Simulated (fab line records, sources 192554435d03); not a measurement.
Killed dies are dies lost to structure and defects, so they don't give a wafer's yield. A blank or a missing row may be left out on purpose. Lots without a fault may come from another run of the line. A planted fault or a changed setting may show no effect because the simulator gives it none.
Chamber matching | flow n5_finfet | N5_BEOL_M11_ETCH_62 on rie_diel-02: 4 sister chambers
The step etches SOC in N2/H2, target depth 110 nm, overetch 22 nm, time 165 s. 15 wafers are shown with their chamber, then 7 later ones without.

WAFERS WITH THEIR CHAMBER
wafer  | chamber | drypump_motor_current_A (A) | showerhead_plenum_p_Torr (Torr) | throttle_valve_pct (%)
L468.2 | 2       | 6.1                         | 2.47                            | 17.85
L468.5 | 2       | 6.1                         | 2.47                            | 17.85
L468.6 | 3       | 5.9                         | 2.43                            | 17.92
L478.1 | 3       | 5.9                         | 2.42                            | 17.94
L478.2 | 2       | 6.1                         | 2.46                            | 17.88
L478.4 | 0       | 4.8                         | 2.59                            | 17.77
L479.5 | 1       | 5.6                         | 2.42                            | 18.15
L479.6 | 2       | 6.1                         | 2.46                            | 17.89
L480.1 | 2       | 6.1                         | 2.45                            | 17.90
L480.4 | 0       | 4.8                         | 2.58                            | 17.77
L481.2 | 3       | 5.9                         | 2.41                            | 17.96
L481.3 | 3       | 5.9                         | 2.41                            | 17.96
L481.5 | 2       | 6.0                         | 2.45                            | 17.88
L489.1 | 1       | 5.6                         | 2.41                            | 18.19
L489.2 | 2       | 6.1                         | 2.44                            | 17.93

SIGNATURES (means of the wafers above)
reading                  | chamber 0 | chamber 1 | chamber 2 | chamber 3 | scatter within a chamber
drypump_motor_current_A  | 4.800     | 5.600     | 6.086     | 5.900     | 0.0279
showerhead_plenum_p_Torr | 2.5850    | 2.4150    | 2.4571    | 2.4175    | 0.0101
throttle_valve_pct       | 17.7700   | 18.1700   | 17.8829   | 17.9450   | 0.0246
Rule: a wafer's distance from a chamber is the root of the sum, over the readings, of the square of ((its reading less the chamber's mean) divided by the reading's scatter). The wafer belongs to the nearest chamber; if the next one is less than 2 further off, it can't be placed. The scatter: the root of (the sum of the squares of (reading less its chamber's mean) over the shown wafers, divided by (wafers less chambers)).

WAFERS WITHOUT THEIR CHAMBER
wafer  | drypump_motor_current_A (A) | showerhead_plenum_p_Torr (Torr) | throttle_valve_pct (%)
L489.4 | 6.1                         | 2.44                            | 17.94
L491.4 | 4.8                         | 2.57                            | 17.83
L491.5 | 5.6                         | 2.41                            | 18.21
L491.6 | 6.1                         | 2.44                            | 17.95
L488.1 | 5.6                         | 2.41                            | 18.21
L488.4 | 4.8                         | 2.57                            | 17.83
L488.5 | 6.1                         | 2.44                            | 17.95

WHICH CHAMBER EACH WENT THROUGH
wafer  | from the rows above | in truth
L489.4 | 2                   | 2
L491.4 | 0                   | 0
L491.5 | 1                   | 1
L491.6 | 2                   | 2
L488.1 | 1                   | 1
L488.4 | 0                   | 0
L488.5 | 2                   | 2
Placed correctly: 7 of 7. Can't be placed from these rows: 0. Placed wrongly: 0.
